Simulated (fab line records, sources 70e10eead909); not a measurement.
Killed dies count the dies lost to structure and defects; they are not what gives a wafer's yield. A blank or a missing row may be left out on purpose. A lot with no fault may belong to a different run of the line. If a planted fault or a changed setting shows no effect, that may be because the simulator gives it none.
fab line records    flow nandHarc
record: lots: 5  wafers: 15  lastDay: 34
route steps=1302 shown P_GATE@126
lots that met no fault: from a run of the same line without faults
startH: hours from the record's first day to the start of the lot's first wafer shown    waitH: hours from the lot's prior step to this one    " same as the row above    L1.1+2: a row that stands for several wafers    - no value present, or no start provided    * or withheld: withheld    < > ~ a bound
route shown NAME@n: a module of which the file shows steps, and the number in the route of the first    usual: mean/standard deviation taken from wafers without a fault    same: alike in all rows    chamber/n: place in a boat    sites: the reading at each site    _std_site: standard deviation across them    _edge_site: the outer-site mean with the inner-site mean subtracted    radiusMm: for every site, how far away it sits from the centre of the wafer    mask NAME#n: copy n    behind: the tool/chamber that last shaped the wafer    hold: cause of the lot's hold/its duration in hours/its outcome    device: which transistor (n, p or np) failed to switch    end of line: tests of these same wafers at the route's end    a step without rows: its recipe alone    killed: dies that structure and defects cost at the first sort, which is not the same as the wafer's yield    map: shows each die of a wafer: x if killed, . if not, _ if none is there
set.NAME: setting as actually run; set.NAME@STEP: the setting as run at that earlier step    model.NAME: the simulator's own value behind a step, which no gauge read
lots seen at some steps along the route; tables by step, rows by wafer
services: when a tool's chamber went out of use (startH, in hours from the record's first day, below 0 if earlier), for how many hours, and the reason
== steps ==
step: NHARC_P_GATE_STRIP_15
recipe: timeS: 780  tempC: 130  chemistry: SPM
step: NHARC_P_GATE_PRECLEAN_71
recipe: timeS: *  tempC: 50  bathAgeMin: 0  chemistry: SC1
step: NHARC_P_GATE_SRD_72
step: NHARC_P_GATE_OXIDE_16
recipe: targetThkA: 30  tempC: 875  oxTimeS: 392  material: SiO2
step: NHARC_P_GATE_CVD_17
recipe: targetThkA: 1500  tempC: 620  timeS: 900  material: poly-Si
step: NHARC_P_GATE_HM_DEP_102
recipe: targetThkA: 1200  tempC: 400  material: aC
usual: throttleValvePct: 35.000/0.0093
lot.wafer  tool       chamber  startH  waitH  throttleValvePct
L186.1     aclDep-01  0        163.42  1.4    34.997
L186.3     "          0        "       "      34.995
L186.4     "          0        "       "      35.001
L188.4     aclDep-03  0        190.34  1.2    35.004
L188.5     "          0        "       "      35.007
L188.6     "          0        "       "      34.998
L192.2     aclDep-01  0        223.11  1.9    35.011
L192.3     "          0        "       "      35.010
L192.4     "          0        "       "      34.982
L201.3     aclDep-03  0        319.00  3.9    35.003
L201.4     "          0        "       "      35.008
L201.5     "          0        "       "      35.006
L202.1     aclDep-03  0        321.40  0.4    35.023
L202.3     "          0        "       "      35.004
L202.4     "          0        "       "      35.018
step: NHARC_P_GATE_DEP_103
recipe: targetThkA: 300  targetThkNm: 30  tempC: 400  flowSccm: 200  rfW: 350  material: SiON
usual: heaterPowerOuterW: 427/54  heaterPowerW: 703/82
lot.wafer  tool      chamber  startH  waitH  heaterPowerOuterW  heaterPowerW
L186.1     pecvd-03  1        164.12  0.6    444                704
L186.3     "         2        "       "      459                823
L186.4     "         1        "       "      454                691
L188.5     pecvd-04  1        190.76  0.2    363                662
L188.4     "         2        "       "      351                586
L188.6     "         0        "       "      514                828
L192.3     pecvd-04  0        223.69  0.4    541                876
L192.2     "         2        "       "      376                631
L192.4     "         2        "       "      387                633
L201.3     pecvd-02  1        319.48  0.4    535                819
L201.4     "         0        "       "      386                623
L201.5     "         2        "       "      420                680
L202.3     pecvd-03  2        322.06  0.3    431                789
L202.1     "         1        "       "      492                733
L202.4     "         1        "       "      491                730
step: NHARC_P_GATE_DEHYDRATE_18
recipe: tempC: 150  timeS: 120
step: NHARC_P_GATE_HMDS_19
recipe: timeS: 30
step: NHARC_P_GATE_COAT_20
recipe: spinRpm: 1500  resistThkNm: 90
step: NHARC_P_GATE_SOFTBAKE_21
recipe: tempC: 105  timeS: 55
step: NHARC_P_GATE_EBR_22
step: NHARC_P_GATE_EXPOSE_23
recipe: na: 1.35  targetCdNm: 120  doseMj: 93.91  maskId: P_GATE
same: na: 1.35
lot.wafer   tool            chamber  startH  waitH  mask
L186.1+3+4  arfiScanner-02  0        164.63  -      P_GATE#0
L188.4+5+6  arfiScanner-02  0        191.23  -      P_GATE#0
L192.2+3+4  arfiScanner-02  0        224.23  -      P_GATE_R1#0
L201.3+4+5  arfiScanner-02  0        320.00  -      P_GATE#0
L202.1+3+4  arfiScanner-01  0        322.60  -      P_GATE#0
step: NHARC_P_GATE_PEB_24
recipe: pebTempC: 100  pebTimeS: 65
step: NHARC_P_GATE_DEVELOP_25
recipe: developTimeS: 35  devTempC: 23
step: NHARC_P_GATE_CD_MEAS_26
recipe: targetCdNm: 120  landingEnergyEv: 500
usual: cdNm: 120.0/0.78
lot.wafer  tool      chamber  startH  waitH  cdNm
L186.1     cdSem-02  0        164.77  -      121.3
L186.3     "         0        "       "      121.1
L186.4     "         0        "       "      120.8
L188.4     cdSem-03  0        191.36  -      119.3
L188.5     "         0        "       "      119.7
L188.6     "         0        "       "      120.0
L192.2     cdSem-01  0        224.37  -      117.5
L192.3     "         0        "       "      117.2
L192.4     "         0        "       "      117.8
L201.3     cdSem-02  0        320.14  -      120.4
L201.4     "         0        "       "      120.9
L201.5     "         0        "       "      120.8
L202.1     cdSem-02  0        322.74  -      119.7
L202.3     "         0        "       "      121.2
L202.4     "         0        "       "      120.7
step: NHARC_P_GATE_OVL_MEAS_27
usual: overlayXNm: 0.1/0.81  overlayYNm: 0.1/0.83
lot.wafer  tool        chamber  startH  waitH  overlayXNm  overlayYNm
L186.1     overlay-01  -        164.86  -      0.3         -0.8
L186.3     "           -        "       "      0.2         -0.5
L186.4     "           -        "       "      0.6         -1.2
L188.4     overlay-02  -        191.44  -      0.2         0.6
L188.5     "           -        "       "      -0.3        0.7
L188.6     "           -        "       "      -0.1        0.6
L192.2     overlay-02  -        224.46  -      1.2         1.0
L192.3     "           -        "       "      1.1         0.1
L192.4     "           -        "       "      0.9         0.0
L201.3     overlay-02  -        320.23  -      -0.3        -1.0
L201.4     "           -        "       "      0.2         -1.1
L201.5     "           -        "       "      0.4         -0.9
L202.1     overlay-01  -        322.82  -      -0.6        -0.2
L202.3     "           -        "       "      -0.4        -0.2
L202.4     "           -        "       "      -0.6        -0.8
step: NHARC_P_GATE_INSPECT_28
usual: rawDefectCount: 6/3.4
lot.wafer  tool              chamber  startH  waitH  rawDefectCount
L186.1     defectInspect-01  -        164.90  0.0    5
L186.3     "                 -        "       "      1
L186.4     "                 -        "       "      8
L188.4     defectInspect-02  -        191.48  0.0    4
L188.5     "                 -        "       "      2
L188.6     "                 -        "       "      5
L192.2     defectInspect-01  -        224.49  0.0    5
L192.3     "                 -        "       "      5
L192.4     "                 -        "       "      6
L201.3     defectInspect-01  -        320.26  0.0    3
L201.4     "                 -        "       "      3
L201.5     "                 -        "       "      3
L202.1     defectInspect-01  -        322.86  0.0    5
L202.3     "                 -        "       "      12
L202.4     "                 -        "       "      3
step: NHARC_P_GATE_DESCUM_31
recipe: timeS: 3  o2FlowSccm: 200  arFlowSccm: 0  biasPowerW: 0  chemistry: O2
usual: drypumpMotorCurrentA: 5.8/0.39  oesProductAu: 1.001/0.0092  rfVppV: 58.0/0.85  showerheadPlenumPTorr: 1.94/0.088  throttleValvePct: 11.310/0.0092
lot.wafer  tool        chamber  startH  waitH  drypumpMotorCurrentA  oesProductAu  rfHoursCounterH  rfVppV  showerheadPlenumPTorr  throttleValvePct  model.P_GATE.cdNm
L186.3     rieDiel-05  2        164.96  0.1    5.5                   0.987         4                58.1    1.86                   11.304            120.7
L186.1     "           3        "       "      6.5                   0.997         5                58.4    2.06                   11.311            120.9
L186.4     "           1        "       "      6.0                   1.024         4                58.1    1.91                   11.317            121
L188.4     rieDiel-12  1        191.54  0.1    5.8                   1.005         7                58.5    1.96                   11.307            118.8
L188.5     "           1        "       "      5.8                   0.999         -                57.7    1.96                   11.307            119.3
L188.6     "           2        "       "      5.9                   0.979         -                56.4    1.79                   11.311            120.2
L192.2     rieDiel-06  1        224.57  0.1    5.1                   1.014         5                58.4    1.93                   11.307            117.4
L192.3     "           2        "       "      5.5                   1.020         5                55.9    1.79                   11.296            116.5
L192.4     "           0        "       "      5.5                   0.986         -                58.8    1.96                   11.301            117.7
L201.3     rieDiel-05  0        320.34  0.1    6.1                   1.013         3                58.0    1.91                   11.317            120.2
L201.4     "           1        "       "      6.0                   1.015         4                57.5    1.91                   11.321            120.6
L201.5     "           2        "       "      5.5                   0.998         -                58.4    1.86                   11.315            120.9
L202.3     rieDiel-05  2        322.92  0.1    5.5                   1.006         3                59.1    1.86                   11.304            120.9
L202.1     "           3        "       "      6.5                   1.006         3                58.1    2.06                   11.309            120
L202.4     "           1        "       "      6.0                   1.010         4                57.9    1.91                   11.291            120.4
step: NHARC_P_GATE_ETCH_104
recipe: targetDepthA: 600  timeS: withheld  cf4FlowSccm: 100  chf3FlowSccm: 30  arFlowSccm: 0  rfW: 500  biasW: 200  chemistry: CF4/CHF3
usual: drypumpMotorCurrentA: 5.8/0.41  oesProductAu: 0.953/0.019  rfVppV: 371.2/2.4  showerheadPlenumPTorr: 1.59/0.068  throttleValvePct: 16.802/0.009
lot.wafer  tool        chamber  startH  waitH  drypumpMotorCurrentA  oesProductAu  rfVppV  showerheadPlenumPTorr  throttleValvePct  model.P_GATE.cdNm
L186.3     rieDiel-05  0        165.05  0.1    6.1                   0.957         369.1   1.57                   16.791            120.6
L186.1     "           1        "       "      6.0                   0.955         370.8   1.57                   16.809            121.4
L186.4     "           2        "       "      5.5                   0.937         371.3   1.53                   16.813            121.4
L188.4     rieDiel-12  2        191.63  0.1    5.9                   0.932         366.4   1.48                   16.790            119.2
L188.6     "           1        "       "      5.8                   0.928         371.6   1.61                   16.804            120.8
L188.5     "           2        "       "      5.9                   0.919         367.6   1.48                   16.796            119.7
L192.2     rieDiel-06  2        224.66  0.1    5.5                   0.967         368.4   1.48                   16.779            117.6
L192.3     "           1        "       "      5.1                   0.951         370.7   1.58                   16.801            116.9
L192.4     "           0        "       "      5.5                   0.949         372.4   1.61                   16.780            117.7
L201.3     rieDiel-05  0        320.41  0.1    6.1                   0.970         369.5   1.57                   16.800            120.7
L201.4     "           2        "       "      5.5                   0.952         369.4   1.53                   16.799            120.9
L201.5     "           0        "       "      6.1                   0.957         370.8   1.57                   16.797            121.6
L202.1     rieDiel-05  3        323.01  0.1    6.5                   0.970         375.2   1.69                   16.810            119.7
L202.4     "           1        "       "      6.0                   0.987         369.9   1.57                   16.795            120.5
L202.3     "           2        "       "      5.5                   0.961         369.6   1.53                   16.806            120.9
step: NHARC_P_GATE_HM_OPEN_105
recipe: targetDepthA: 3600  o2FlowSccm: 400  cosFlowSccm: 20  arFlowSccm: 0  rfW: 500  biasW: 300  chemistry: O2/COS
usual: drypumpMotorCurrentA: 5.8/0.42  oesProductAu: 1.001/0.0094  rfVppV: 468/3  showerheadPlenumPTorr: 3.16/0.14  throttleValvePct: 28.331/0.0096
lot.wafer  tool        chamber  startH  waitH  drypumpMotorCurrentA  oesProductAu  rfHoursCounterH  rfVppV  showerheadPlenumPTorr  throttleValvePct
L186.3     rieDiel-05  0        -       -      6.1                   1.013         4                466     3.12                   28.324
L186.4     "           1        "       "      6.0                   1.019         4                468     3.12                   28.325
L186.1     "           2        "       "      5.5                   1.005         4                466     3.04                   28.324
L188.4     rieDiel-12  2        -       -      5.9                   0.991         5                464     2.94                   28.342
L188.6     "           2        "       "      5.9                   0.993         -                464     2.94                   28.343
L188.5     "           3        "       "      6.5                   0.990         -                471     3.29                   28.341
L192.2     rieDiel-06  0        -       -      5.5                   1.000         5                467     3.19                   28.334
L192.3     "           1        "       "      5.1                   1.003         5                468     3.14                   28.322
L192.4     "           1        "       "      5.1                   1.012         -                469     3.14                   28.324
L201.4     rieDiel-05  2        -       -      5.5                   1.003         3                465     3.03                   28.340
L201.3     "           0        "       "      6.1                   1.022         3                465     3.12                   28.306
L201.5     "           2        "       "      5.5                   1.002         -                463     3.03                   28.349
L202.4     rieDiel-05  2        -       -      5.5                   1.010         3                465     3.03                   28.343
L202.3     "           3        "       "      6.5                   0.999         3                471     3.34                   28.328
L202.1     "           1        "       "      6.0                   1.006         4                466     3.12                   28.334
== services ==
tool            chamber  startH  hours  kind
arfiScanner-02  -        140.00  4.0    pm
pecvd-02        2        149.74  5.4    repair
rieDiel-05      2        155.74  2.8    repair
pecvd-02        0        158.48  20.2   repair
pecvd-04        -        158.73  3.2    repair
pecvd-03        -        185.37  13.0   pm
aclDep-01       -        186.33  13.0   pm
rieDiel-06      2        213.22  6.0    repair
arfiScanner-01  -        214.46  3.5    repair
rieDiel-06      3        220.10  6.1    repair
arfiScanner-01  -        222.15  4.2    repair
pecvd-02        -        227.37  13.0   pm
arfiScanner-01  -        229.06  2.2    repair
rieDiel-05      -        229.66  9.0    pm
pecvd-04        1        230.66  6.3    repair
rieDiel-05      2        240.45  12.0   repair
rieDiel-12      -        268.40  9.0    pm
pecvd-04        -        269.22  13.0   pm
arfiScanner-02  -        274.30  1.7    repair
rieDiel-12      3        283.44  5.6    repair
rieDiel-06      2        294.14  7.0    repair
aclDep-03       -        302.11  13.0   pm
rieDiel-06      -        307.27  9.0    pm
arfiScanner-02  -        312.00  4.0    pm
== key ==
firstSign: step: NHARC_P_GATE_EXPOSE_23  reading: mask  direction: changed
effect: step: NHARC_P_GATE_CD_MEAS_26  reading: cdNm  direction: down  sigmas: 3.1  usual: 120.0  struck: 117.5
modelEffect: step: NHARC_P_GATE_DESCUM_31  value: P_GATE.cdNm  without: 120.1  struck: 117.2
modelEffect: step: NHARC_P_GATE_ETCH_104  value: P_GATE.cdNm  without: 120.3  struck: 117.4
metAt NHARC_P_GATE_EXPOSE_23
struckWafers L192.2,L192.3,L192.4
testerLeftOut L192
onsetBetween 191.23 224.23
fault: kind: wrongMask  tool: any  chamber: -  onsetH: 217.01  steps: NHARC_P_GATE_EXPOSE_23  auxCopy: P_GATE_R1#0  cdOffsetNm: -2.915  scope: struckLotsOnly
testerLeftOut: of these lots the tester's yield and bins aren't shown, on N5 and GAA mostly nor the transistor test; their killed dies are dies lost to structure and defects alone, not to doping, threshold or leakage, so they don't give the yield
